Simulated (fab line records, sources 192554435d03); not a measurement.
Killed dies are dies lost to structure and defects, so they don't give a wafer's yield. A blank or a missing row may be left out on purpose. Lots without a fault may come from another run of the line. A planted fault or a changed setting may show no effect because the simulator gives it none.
Chamber matching | flow n5_finfet | N5_BEOL_M2_ALD_84 on ald_metal-02: 4 sister chambers
The step deposits TaN, pulse time 2 s, purge time 3 s, co reactant purge time 2 s. 4 wafers are shown with their chamber, then 10 later ones without.

WAFERS WITH THEIR CHAMBER
wafer  | chamber | heater_power_w (W)
L089.4 | 0       | 415
L089.6 | 1       | 367
L091.1 | 2       | 330
L091.3 | 3       | 512

WAFERS WITHOUT THEIR CHAMBER
wafer  | heater_power_w (W)
L091.6 | 373
L095.1 | 416
L095.3 | 528
L095.6 | 341
L096.2 | 516
L096.3 | 339
L096.5 | 420
L097.1 | 413
L097.2 | 366
L097.3 | 503

WHICH CHAMBER EACH WENT THROUGH
wafer  | from the rows above     | in truth
L091.6 | 1                       | 1
L095.1 | 0                       | 0
L095.3 | 3                       | 3
L095.6 | can't be placed: 2 or 1 | 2
L096.2 | 3                       | 3
L096.3 | 2                       | 2
L096.5 | 0                       | 0
L097.1 | 0                       | 0
L097.2 | 1                       | 1
L097.3 | 3                       | 3
Placed correctly: 9 of 10. Can't be placed from these rows: 1 (the true chamber is among the candidates in 1). Placed wrongly: 0.
How it was worked out, from the rows above alone: a wafer's distance from a chamber is the root of the sum, over the readings, of the square of ((its reading less the chamber's mean) divided by the reading's scatter). The wafer belongs to the nearest chamber; if the next one is less than 2 further off, it can't be placed. A chamber's mean is the mean of its shown wafers. The scatter: with one shown wafer a chamber, the root of the mean of the squares of how far each hidden wafer lies from its nearest shown one.
